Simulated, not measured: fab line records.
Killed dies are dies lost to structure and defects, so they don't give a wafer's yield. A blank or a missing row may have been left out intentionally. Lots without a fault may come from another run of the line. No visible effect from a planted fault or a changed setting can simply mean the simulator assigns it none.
Which tool did it? :: flow nand harc :: 12 lots, 36 wafers sampled, at 3 steps of a route of 1302

## WHAT THE GAUGES READ, wafer by wafer
NHARC_P_M2_CD_MEAS_16.
lot: L075
measured: day 6 22:55
on: cd sem-03
cd nm (nm): 168.9 170.5 168.2

lot: L077
measured: day 7 22:02
on: cd sem-01
cd nm (nm): 171.5 169.2 170.8

lot: L079
measured: day 8 16:32
on: cd sem-01
cd nm (nm): 168.8 169.0 169.4

lot: L081
measured: day 9 08:17
on: cd sem-03
cd nm (nm): 167.7 167.3 170.5

lot: L083
measured: day 10 09:33
on: cd sem-03
cd nm (nm): 169.7 169.9 170.1

lot: L085
measured: day 11 01:45
on: cd sem-03
cd nm (nm): 167.7 169.0 168.3

lot: L087
measured: day 12 06:46
on: cd sem-02
cd nm (nm): 168.7 169.2 169.6

lot: L089
measured: day 12 12:01
on: cd sem-03
cd nm (nm): 167.8 169.7 169.4

lot: L091
measured: day 13 08:47
on: cd sem-01
cd nm (nm): 169.2 170.7 170.6

lot: L093
measured: day 14 02:11
on: cd sem-02
cd nm (nm): 169.4 169.4 169.4

lot: L095
measured: day 15 02:24
on: cd sem-03
cd nm (nm): 169.4 170.1 170.6

lot: L097
measured: day 16 07:26
on: cd sem-02
cd nm (nm): 167.3 169.2 167.9

## WHICH TOOL RAN EACH LOT (tool, then ch and the chambers of the sampled wafers, then the start)
lot: L075
NHARC_P_M0_PVD_20: pvd sputter-02, day 6 19:30 or earlier
NHARC_P_M1_DEGAS_29: pvd sputter-03, day 6 19:30

lot: L077
NHARC_P_M0_PVD_20: pvd sputter-03, day 7 18:26 or earlier
NHARC_P_M1_DEGAS_29: pvd sputter-02, day 7 18:26

lot: L079
NHARC_P_M0_PVD_20: pvd sputter-01, day 8 13:06 or earlier
NHARC_P_M1_DEGAS_29: pvd sputter-01, day 8 13:06

lot: L081
NHARC_P_M0_PVD_20: pvd sputter-01, day 9 04:43 or earlier
NHARC_P_M1_DEGAS_29: pvd sputter-01, day 9 04:43

lot: L083
NHARC_P_M0_PVD_20: pvd sputter-02, day 10 06:14 or earlier
NHARC_P_M1_DEGAS_29: pvd sputter-03, day 10 06:14

lot: L085
NHARC_P_M0_PVD_20: pvd sputter-03, day 10 22:19 or earlier
NHARC_P_M1_DEGAS_29: pvd sputter-03, day 10 22:19

lot: L087
NHARC_P_M0_PVD_20: pvd sputter-03, day 12 03:20 or earlier
NHARC_P_M1_DEGAS_29: pvd sputter-01, day 12 03:20

lot: L089
NHARC_P_M0_PVD_20: pvd sputter-02, day 12 08:36 or earlier
NHARC_P_M1_DEGAS_29: pvd sputter-03, day 12 08:36

lot: L091
NHARC_P_M0_PVD_20: pvd sputter-02, day 13 05:20 or earlier
NHARC_P_M1_DEGAS_29: pvd sputter-02, day 13 05:20

lot: L093
NHARC_P_M0_PVD_20: pvd sputter-01, day 13 22:43 or earlier
NHARC_P_M1_DEGAS_29: pvd sputter-01, day 13 22:43

lot: L095
NHARC_P_M0_PVD_20: pvd sputter-03, day 14 22:55 or earlier
NHARC_P_M1_DEGAS_29: pvd sputter-03, day 14 22:55

lot: L097
NHARC_P_M0_PVD_20: pvd sputter-01, day 16 03:59 or earlier
NHARC_P_M1_DEGAS_29: pvd sputter-01, day 16 03:59
- NHARC_P_M0_PVD_20: deposits TaN, target thk 5 nm, time 8.06 s.
- NHARC_P_M1_DEGAS_29: time 60 s.

## THE ANSWER, worked out from the rows above alone
Rule: what is usual is taken from the lots themselves. Put in order of their means at a reading, lots are off if they are a third of the lots or fewer, leave a main group of 4 or more, and stand apart from it by a gap of 3 or more times the standard deviation of the main group's means; of several such gaps the widest counts. The tables above print the reading to a certain number of digits; a main group whose means all agree to those digits is not used. A lot without any number at a reading at which 4 lots or more have one is off too. Where the step has rows for the other lots, those lots are counted as sound.
Across all readings shown, no lot is off: no conclusion can be drawn from this.

## WHAT THE SIMULATOR HAD PUT IN
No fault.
